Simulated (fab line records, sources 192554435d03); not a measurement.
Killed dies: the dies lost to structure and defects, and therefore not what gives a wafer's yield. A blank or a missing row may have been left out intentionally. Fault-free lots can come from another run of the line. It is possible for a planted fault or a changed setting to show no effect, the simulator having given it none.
Matching of chambers || flow n5-finfet || uv-cure-03 running N5_BEOL_M10_CURE_71: 3 sister chambers
The step cures SiCOH lowk, time 240 s. 6 wafers are shown with their chamber, then 12 later ones without.

WAFERS WITH THEIR CHAMBER
{"wafer": "L085.4", "chamber": 2, "wafer_temp_C_max": 386.9, "lamp-power-pct (%)": 52.28}
{"wafer": "L085.5", "chamber": 2, "wafer_temp_C_max": 388.0, "lamp-power-pct (%)": 52.33}
{"wafer": "L086.3", "chamber": 0, "wafer_temp_C_max": 387.0, "lamp-power-pct (%)": 52.26}
{"wafer": "L086.6", "chamber": 0, "wafer_temp_C_max": 386.6, "lamp-power-pct (%)": 52.35}
{"wafer": "L087.4", "chamber": 1, "wafer_temp_C_max": 386.0, "lamp-power-pct (%)": 52.27}
{"wafer": "L087.5", "chamber": 1, "wafer_temp_C_max": 386.9, "lamp-power-pct (%)": 52.40}

WAFERS WITHOUT THEIR CHAMBER
{"wafer": "L088.1", "wafer_temp_C_max": 387.2, "lamp-power-pct (%)": 52.28}
{"wafer": "L088.2", "wafer_temp_C_max": 387.7, "lamp-power-pct (%)": 52.36}
{"wafer": "L088.4", "wafer_temp_C_max": 387.5, "lamp-power-pct (%)": 52.19}
{"wafer": "L089.2", "wafer_temp_C_max": 387.2, "lamp-power-pct (%)": 52.35}
{"wafer": "L089.4", "wafer_temp_C_max": 387.6, "lamp-power-pct (%)": 52.26}
{"wafer": "L089.5", "wafer_temp_C_max": 387.4, "lamp-power-pct (%)": 52.27}
{"wafer": "L091.2", "wafer_temp_C_max": 385.9, "lamp-power-pct (%)": 52.37}
{"wafer": "L091.3", "wafer_temp_C_max": 386.8, "lamp-power-pct (%)": 52.25}
{"wafer": "L091.5", "wafer_temp_C_max": 386.4, "lamp-power-pct (%)": 52.39}
{"wafer": "L093.1", "wafer_temp_C_max": 386.5, "lamp-power-pct (%)": 52.35}
{"wafer": "L093.2", "wafer_temp_C_max": 387.0, "lamp-power-pct (%)": 52.20}
{"wafer": "L093.3", "wafer_temp_C_max": 387.2, "lamp-power-pct (%)": 52.35}

THE CHAMBER EACH PASSED THROUGH
{"wafer": "L088.1", "from the rows above": "can't be placed: 2 or 0 or 1", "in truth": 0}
{"wafer": "L088.2", "from the rows above": "can't be placed: 2 or 0 or 1", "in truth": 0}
{"wafer": "L088.4", "from the rows above": "can't be placed: 2 or 0 or 1", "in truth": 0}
{"wafer": "L089.2", "from the rows above": "can't be placed: 2 or 0 or 1", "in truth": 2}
{"wafer": "L089.4", "from the rows above": "can't be placed: 2 or 0 or 1", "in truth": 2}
{"wafer": "L089.5", "from the rows above": "can't be placed: 2 or 0 or 1", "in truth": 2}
{"wafer": "L091.2", "from the rows above": "can't be placed: 1 or 0 or 2", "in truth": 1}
{"wafer": "L091.3", "from the rows above": "can't be placed: 0 or 2 or 1", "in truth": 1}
{"wafer": "L091.5", "from the rows above": "can't be placed: 1 or 0 or 2", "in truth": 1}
{"wafer": "L093.1", "from the rows above": "can't be placed: 1 or 0 or 2", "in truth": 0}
{"wafer": "L093.2", "from the rows above": "can't be placed: 0 or 2 or 1", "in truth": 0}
{"wafer": "L093.3", "from the rows above": "can't be placed: 2 or 0 or 1", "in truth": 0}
Correct placement for 0 of the 12. Cannot be placed on the basis of these rows: 12; the candidates contain the true chamber in 12. Wrongly placed: 0.
How it was worked out, from the rows above alone: a wafer's distance from a chamber is the root of the sum, over the readings, of the square of ((its reading less the chamber's mean) divided by the reading's scatter). The wafer belongs to the nearest chamber; if the next one is less than 2 further off, it can't be placed. A chamber's mean is the mean of its shown wafers. The scatter: take each reading less its chamber's mean, square it, sum over the shown wafers, divide by the number of wafers less the number of chambers, and take the root.
